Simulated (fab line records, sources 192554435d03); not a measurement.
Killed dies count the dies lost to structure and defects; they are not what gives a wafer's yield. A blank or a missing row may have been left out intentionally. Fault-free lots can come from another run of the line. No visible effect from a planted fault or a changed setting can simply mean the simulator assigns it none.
Lot-split experiment || flow n5Finfet || route with 1938 steps; 7 lots, 21 wafers read

== ON THE SPLIT ==
At N5_BEOL_M6_TRENCH_ETCH_37 (etches SiCOH lowk in C4F6/O2, target depth 94.435 nm, time 31.5 s), the setting biasW was moved away from the recipe's 185 W on 7 of the 21 wafers read, by -17.8% to +16.6%. The other wafers ran this setting at the recipe's value.

== FROM THE SPLIT TO THE READING: what the file shows between them, 12 steps ==
- N5_BEOL_M6_ETCH_41: etches SiCN in CH3F/O2, target depth 29.7 nm, time 52 s
- N5_BEOL_M6_STRIP_80: strips in N2/H2, time 10 s
- N5_BEOL_M6_OCD_MEAS_38
- N5_BEOL_M6_ALD_77: deposits TaN, target thk 2 nm, pulse time 2 s, purge time 3 s (also split here: aldCycles)
- N5_BEOL_M6_SURFACE_TREAT_79
- N5_BEOL_M6_CVD_78: deposits Co from CCTBA/H2, target thk 2 nm, time 142.3 s
- N5_BEOL_M6_ECD_50: material Cu, target thk 300 nm
- N5_BEOL_M6_ANNEAL_51: time 90 s
- N5_BEOL_M6_CMP_52: polishes, stops on SiCOH lowk, t overpolish 6.9 s, target thk 80 nm
- N5_BEOL_M6_THK_MEAS_53: measures by xrf
- N5_BEOL_M6_PRE_CLEAN_55: time 15 s
- N5_BEOL_M6_DEP_56: deposits SiCN from 3MS/NH3, target thk 10 nm, time 17.5 s

== THE READING ==
M6_RS, in ohm/sq, at N5_BEOL_M6_RS_MEAS_57 (measures by four-point-probe). On this fab line, fault-free wafers typically give 0.287 ohm/sq with a standard deviation of 0.0064 ohm/sq.

{"wafer": "L076.2", "tool, chamber at the split": "rieDiel-05, 2", "biasW as run, W": 185, "against the recipe": "recipe", "M6_RS, ohm/sq": 0.294, "against lot-mates on the recipe": "-"}
{"wafer": "L076.4", "tool, chamber at the split": "rieDiel-05, 3", "biasW as run, W": 185, "against the recipe": "recipe", "M6_RS, ohm/sq": 0.283, "against lot-mates on the recipe": "-"}
{"wafer": "L076.5", "tool, chamber at the split": "rieDiel-05, 3", "biasW as run, W": 185, "against the recipe": "recipe", "M6_RS, ohm/sq": 0.280, "against lot-mates on the recipe": "-"}
{"wafer": "L079.1", "tool, chamber at the split": "rieDiel-05, 3", "biasW as run, W": 185, "against the recipe": "recipe", "M6_RS, ohm/sq": 0.297, "against lot-mates on the recipe": "-"}
{"wafer": "L079.2", "tool, chamber at the split": "rieDiel-05, 1", "biasW as run, W": 185, "against the recipe": "recipe", "M6_RS, ohm/sq": 0.295, "against lot-mates on the recipe": "-"}
{"wafer": "L079.4", "tool, chamber at the split": "rieDiel-05, 2", "biasW as run, W": 185, "against the recipe": "recipe", "M6_RS, ohm/sq": 0.300, "against lot-mates on the recipe": "-"}
{"wafer": "L083.3", "tool, chamber at the split": "rieDiel-02, 1", "biasW as run, W": 185, "against the recipe": "recipe", "M6_RS, ohm/sq": 0.296, "against lot-mates on the recipe": "-"}
{"wafer": "L083.4", "tool, chamber at the split": "rieDiel-02, 0", "biasW as run, W": 208.4, "against the recipe": "+12.6%", "M6_RS, ohm/sq": 0.264, "against lot-mates on the recipe": -0.028}
{"wafer": "L083.5", "tool, chamber at the split": "rieDiel-02, 2", "biasW as run, W": 185, "against the recipe": "recipe", "M6_RS, ohm/sq": 0.288, "against lot-mates on the recipe": "-"}
{"wafer": "L088.1", "tool, chamber at the split": "rieDiel-05, 3", "biasW as run, W": 185, "against the recipe": "recipe", "M6_RS, ohm/sq": 0.291, "against lot-mates on the recipe": "-"}
{"wafer": "L088.4", "tool, chamber at the split": "rieDiel-05, 2", "biasW as run, W": 185, "against the recipe": "recipe", "M6_RS, ohm/sq": 0.300, "against lot-mates on the recipe": "-"}
{"wafer": "L088.5", "tool, chamber at the split": "rieDiel-05, 1", "biasW as run, W": 215.8, "against the recipe": "+16.6%", "M6_RS, ohm/sq": 0.274, "against lot-mates on the recipe": -0.021}
{"wafer": "L089.1", "tool, chamber at the split": "rieDiel-02, 0", "biasW as run, W": 166.4, "against the recipe": "-10.1%", "M6_RS, ohm/sq": 0.293, "against lot-mates on the recipe": "+0.017"}
{"wafer": "L089.2", "tool, chamber at the split": "rieDiel-02, 2", "biasW as run, W": 185, "against the recipe": "recipe", "M6_RS, ohm/sq": 0.275, "against lot-mates on the recipe": "-"}
{"wafer": "L089.4", "tool, chamber at the split": "rieDiel-02, 3", "biasW as run, W": 185, "against the recipe": "recipe", "M6_RS, ohm/sq": 0.277, "against lot-mates on the recipe": "-"}
{"wafer": "L090.1", "tool, chamber at the split": "rieDiel-02, 1", "biasW as run, W": 152.1, "against the recipe": "-17.8%", "M6_RS, ohm/sq": 0.308, "against lot-mates on the recipe": "+0.021"}
{"wafer": "L090.2", "tool, chamber at the split": "rieDiel-02, 3", "biasW as run, W": 185, "against the recipe": "recipe", "M6_RS, ohm/sq": 0.287, "against lot-mates on the recipe": "-"}
{"wafer": "L090.5", "tool, chamber at the split": "rieDiel-02, 3", "biasW as run, W": 152.1, "against the recipe": "-17.8%", "M6_RS, ohm/sq": 0.310, "against lot-mates on the recipe": "+0.023"}
{"wafer": "L092.1", "tool, chamber at the split": "rieDiel-01, 1", "biasW as run, W": 211.3, "against the recipe": "+14.2%", "M6_RS, ohm/sq": 0.270, "against lot-mates on the recipe": -0.008}
{"wafer": "L092.3", "tool, chamber at the split": "rieDiel-01, 2", "biasW as run, W": 211.3, "against the recipe": "+14.2%", "M6_RS, ohm/sq": 0.269, "against lot-mates on the recipe": -0.009}
{"wafer": "L092.4", "tool, chamber at the split": "rieDiel-01, 1", "biasW as run, W": 185, "against the recipe": "recipe", "M6_RS, ohm/sq": 0.278, "against lot-mates on the recipe": "-"}

THE FIT
A straight line over all 21 wafers: M6_RS changes by -0.00118 ohm/sq for each +1% of biasW; r = -0.81; the points scatter about the line by 0.0079 ohm/sq.
The same after taking each lot's own level away (the mean of its wafers on the recipe; 21 wafers): -0.00121 ohm/sq for each +1%; r = -0.90; scatter 0.0053 ohm/sq.
The reading moves by 0.022 ohm/sq for the largest change in biasW, on that fit.
Across the lots, their own levels run from 0.2760 to 0.2973 ohm/sq, a range of 3.3 times the standard deviation given above.
The two slopes agree, so the slope changes little with the lot-to-lot level.
Check: +0.0224 ohm/sq against its lot-mates is what the line predicts for one of the wafers moved furthest among these (-17.8%) when that wafer is left out of the fit. It came out at +0.021 ohm/sq against them.
Tool readings at the split's step, against how far the setting was moved: rfVppV r = +1.00.

== ADDITIONAL SPLITS CARRIED BY THESE WAFERS ==
Note: prior to the reading, these wafers also went through further splits. Each is held against what the fit with the lots' levels taken away leaves over:
{"other split on the same wafers": "N5_BEOL_M5_COAT_05 spinRpm", "wafers away from the commonest value": 4, "r with M6_RS (lot level and that fit taken away)": "+0.23"}
{"other split on the same wafers": "N5_BEOL_M6_ALD_77 aldCycles", "wafers away from the commonest value": 9, "r with M6_RS (lot level and that fit taken away)": "+0.03"}

== THE WHOLE CHAIN: every reading that the file lists as answering this split, in the file's order ==
{"step": "N5_BEOL_M6_TRENCH_ETCH_37", "what it does": "etches SiCOH lowk in C4F6/O2, target depth 94.435 nm, time 31.5 s", "reading": "rfVppV", "change (the file's fit)": "+5.34 V for each +1% of the setting", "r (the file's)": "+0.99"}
{"step": "N5_BEOL_M6_TRENCH_ETCH_37", "what it does": "etches SiCOH lowk in C4F6/O2, target depth 94.435 nm, time 31.5 s", "reading": "etch.depthNm (the simulator's own value, which no gauge read)", "change (the file's fit)": "+0.302 nm for each +1% of the setting", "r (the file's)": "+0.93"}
{"step": "N5_BEOL_M6_TRENCH_ETCH_37", "what it does": "etches SiCOH lowk in C4F6/O2, target depth 94.435 nm, time 31.5 s", "reading": "BEOL_M6.featureDepthNm (the simulator's own value, which no gauge read)", "change (the file's fit)": "+0.301 nm for each +1% of the setting", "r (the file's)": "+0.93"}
{"step": "N5_BEOL_M6_TRENCH_ETCH_37", "what it does": "etches SiCOH lowk in C4F6/O2, target depth 94.435 nm, time 31.5 s", "reading": "TiN_of_BEOL_M6_HM_DEP_02.thkNm (the simulator's own value, which no gauge read)", "change (the file's fit)": "-0.0235 nm for each +1% of the setting", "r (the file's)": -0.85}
{"step": "N5_BEOL_M6_OCD_MEAS_38", "what it does": "", "reading": "trenchDepthNm", "change (the file's fit)": "+0.289 nm for each +1% of the setting", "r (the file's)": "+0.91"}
{"step": "N5_BEOL_M6_CMP_52", "what it does": "polishes, stops on SiCOH lowk, t overpolish 6.9 s, target thk 80 nm", "reading": "Cu_of_BEOL_M6_ECD_50.thkNm (the simulator's own value, which no gauge read)", "change (the file's fit)": "+0.312 nm for each +1% of the setting", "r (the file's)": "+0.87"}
{"step": "N5_BEOL_M6_THK_MEAS_53", "what it does": "measures by xrf", "reading": "M6_THK", "change (the file's fit)": "+0.312 for each +1% of the setting", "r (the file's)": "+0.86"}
{"step": "N5_BEOL_M6_RS_MEAS_57", "what it does": "measures by four-point-probe", "reading": "M6_RS", "change (the file's fit)": "-0.00132 for each +1% of the setting", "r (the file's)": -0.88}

== THE FILE'S OWN FIT ==
M6_RS changes by -0.00132 ohm/sq for each +1% of biasW, r = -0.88.
